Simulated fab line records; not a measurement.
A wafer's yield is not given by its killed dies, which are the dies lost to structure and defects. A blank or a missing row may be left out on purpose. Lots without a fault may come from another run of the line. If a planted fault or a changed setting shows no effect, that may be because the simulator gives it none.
Matching of chambers + flow n5-finfet + N5_BEOL_M8_ETCH_72 on rie-diel-04: 4 sister chambers
The step etches underlayer in N2/H2, target depth 6.5 nm, time 5.2 s. 18 wafers are shown with their chamber, then 9 later ones without.

WAFERS WITH THEIR CHAMBER
| wafer  | chamber | drypump-motor-current-A (A) | throttle-valve-pct (%) | showerhead-plenum-p-Torr (Torr) |
|--------|---------|-----------------------------|------------------------|---------------------------------|
| L074.1 | 3       | 5.6                         | 17.67                  | 2.59                            |
| L074.3 | 1       | 5.6                         | 18.04                  | 2.57                            |
| L074.4 | 2       | 6.0                         | 17.61                  | 2.55                            |
| L077.1 | 0       | 5.3                         | 17.90                  | 2.52                            |
| L077.4 | 3       | 5.6                         | 17.64                  | 2.59                            |
| L077.5 | 2       | 6.0                         | 17.62                  | 2.56                            |
| L076.1 | 1       | 5.5                         | 18.06                  | 2.56                            |
| L076.2 | 2       | 6.0                         | 17.63                  | 2.55                            |
| L076.4 | 3       | 5.6                         | 17.66                  | 2.59                            |
| L078.3 | 3       | 5.6                         | 17.66                  | 2.59                            |
| L078.4 | 2       | 6.0                         | 17.62                  | 2.55                            |
| L078.5 | 3       | 5.6                         | 17.67                  | 2.59                            |
| L084.1 | 0       | 5.3                         | 17.92                  | 2.51                            |
| L084.5 | 2       | 6.0                         | 17.67                  | 2.55                            |
| L084.6 | 1       | 5.5                         | 18.10                  | 2.56                            |
| L089.1 | 3       | 5.6                         | 17.70                  | 2.58                            |
| L089.4 | 0       | 5.3                         | 17.94                  | 2.51                            |
| L089.5 | 0       | 5.3                         | 17.94                  | 2.51                            |

SIGNATURES (averages over the wafers above)
| reading                  | chamber 0 | chamber 1 | chamber 2 | chamber 3 | scatter within a chamber |
|--------------------------|-----------|-----------|-----------|-----------|--------------------------|
| drypump-motor-current-A  | 5.300     | 5.533     | 6.000     | 5.600     | 0.0218                   |
| throttle-valve-pct       | 17.9250   | 18.0667   | 17.6300   | 17.6667   | 0.0225                   |
| showerhead-plenum-p-Torr | 2.5125    | 2.5633    | 2.5520    | 2.5883    | 0.00467                  |
Rule: distance of a wafer from a chamber = root of the sum over the readings of ((wafer's reading minus chamber's mean) / reading's scatter) squared. The wafer belongs to the nearest chamber; if the next one is less than 2 further off, it can't be placed. The scatter is the square root of a quotient: the sum, over the shown wafers, of each reading's squared deviation from its chamber's mean, divided by wafers minus chambers.

WAFERS WITHOUT THEIR CHAMBER
| wafer  | drypump-motor-current-A (A) | throttle-valve-pct (%) | showerhead-plenum-p-Torr (Torr) |
|--------|-----------------------------|------------------------|---------------------------------|
| L087.1 | 5.3                         | 17.93                  | 2.51                            |
| L087.5 | 5.6                         | 18.09                  | 2.55                            |
| L087.6 | 5.3                         | 17.94                  | 2.51                            |
| L095.1 | 6.0                         | 17.68                  | 2.53                            |
| L095.4 | 5.5                         | 18.14                  | 2.54                            |
| L095.6 | 5.3                         | 17.45                  | 2.50                            |
| L096.2 | 5.6                         | 17.73                  | 2.57                            |
| L096.4 | 5.6                         | 18.12                  | 2.54                            |
| L096.5 | 5.6                         | 18.14                  | 2.54                            |

CHAMBER TAKEN BY EACH
| wafer  | from the rows above | in truth |
|--------|---------------------|----------|
| L087.1 | 0                   | 0        |
| L087.5 | 1                   | 1        |
| L087.6 | 0                   | 0        |
| L095.1 | 2                   | 2        |
| L095.4 | 1                   | 1        |
| L095.6 | 0                   | 0        |
| L096.2 | 3                   | 3        |
| L096.4 | 1                   | 1        |
| L096.5 | 1                   | 1        |
9 of 9 placed correctly. Number that these rows cannot place: 0. Placed wrongly: 0.
